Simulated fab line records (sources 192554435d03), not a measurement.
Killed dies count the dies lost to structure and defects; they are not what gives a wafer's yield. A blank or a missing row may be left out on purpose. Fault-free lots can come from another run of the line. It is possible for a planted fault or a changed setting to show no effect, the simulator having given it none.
Matching of chambers / flow n5 finfet / N5_BEOL_M3_STRIP_19 on rie diel-01: 4 sister chambers
The step strips in O2. 8 wafers are shown with their chamber, then 9 later ones without.

## EACH WAFER AND ITS CHAMBER
wafer=L077.1; chamber=3; throttle valve pct (%)=16.9; showerhead plenum p Torr (Torr)=2.19
wafer=L080.1; chamber=0; throttle valve pct (%)=16.3; showerhead plenum p Torr (Torr)=2.12
wafer=L080.3; chamber=1; throttle valve pct (%)=16.4; showerhead plenum p Torr (Torr)=1.98
wafer=L083.2; chamber=0; throttle valve pct (%)=16.3; showerhead plenum p Torr (Torr)=2.12
wafer=L085.1; chamber=1; throttle valve pct (%)=16.4; showerhead plenum p Torr (Torr)=1.97
wafer=L088.2; chamber=2; throttle valve pct (%)=17.3; showerhead plenum p Torr (Torr)=2.09
wafer=L088.4; chamber=3; throttle valve pct (%)=17.0; showerhead plenum p Torr (Torr)=2.18
wafer=L088.5; chamber=2; throttle valve pct (%)=17.3; showerhead plenum p Torr (Torr)=2.08

## WAFERS MISSING THEIR CHAMBER
wafer=L089.1; throttle valve pct (%)=17.0; showerhead plenum p Torr (Torr)=2.18
wafer=L089.5; throttle valve pct (%)=17.0; showerhead plenum p Torr (Torr)=2.18
wafer=L089.6; throttle valve pct (%)=16.3; showerhead plenum p Torr (Torr)=2.11
wafer=L091.1; throttle valve pct (%)=16.5; showerhead plenum p Torr (Torr)=1.97
wafer=L091.5; throttle valve pct (%)=16.4; showerhead plenum p Torr (Torr)=1.97
wafer=L091.6; throttle valve pct (%)=17.0; showerhead plenum p Torr (Torr)=2.18
wafer=L094.2; throttle valve pct (%)=17.0; showerhead plenum p Torr (Torr)=2.18
wafer=L094.4; throttle valve pct (%)=16.4; showerhead plenum p Torr (Torr)=2.11
wafer=L094.5; throttle valve pct (%)=17.0; showerhead plenum p Torr (Torr)=2.18

## EACH ONE'S CHAMBER
wafer=L089.1; from the rows above=3; in truth=3
wafer=L089.5; from the rows above=3; in truth=3
wafer=L089.6; from the rows above=0; in truth=0
wafer=L091.1; from the rows above=1; in truth=1
wafer=L091.5; from the rows above=1; in truth=1
wafer=L091.6; from the rows above=3; in truth=3
wafer=L094.2; from the rows above=3; in truth=3
wafer=L094.4; from the rows above=0; in truth=0
wafer=L094.5; from the rows above=3; in truth=3
Placed correctly: 9 of 9. Number that these rows cannot place: 0. Number placed wrongly: 0.
How it was worked out, from the rows above alone: a wafer's distance from a chamber is the root of the sum, over the readings, of the square of ((its reading less the chamber's mean) divided by the reading's scatter). The wafer belongs to the nearest chamber; if the next one is less than 2 further off, it can't be placed. A chamber's mean is the mean of its shown wafers. The scatter: take each reading less its chamber's mean, square it, sum over the shown wafers, divide by the number of wafers less the number of chambers, and take the root.
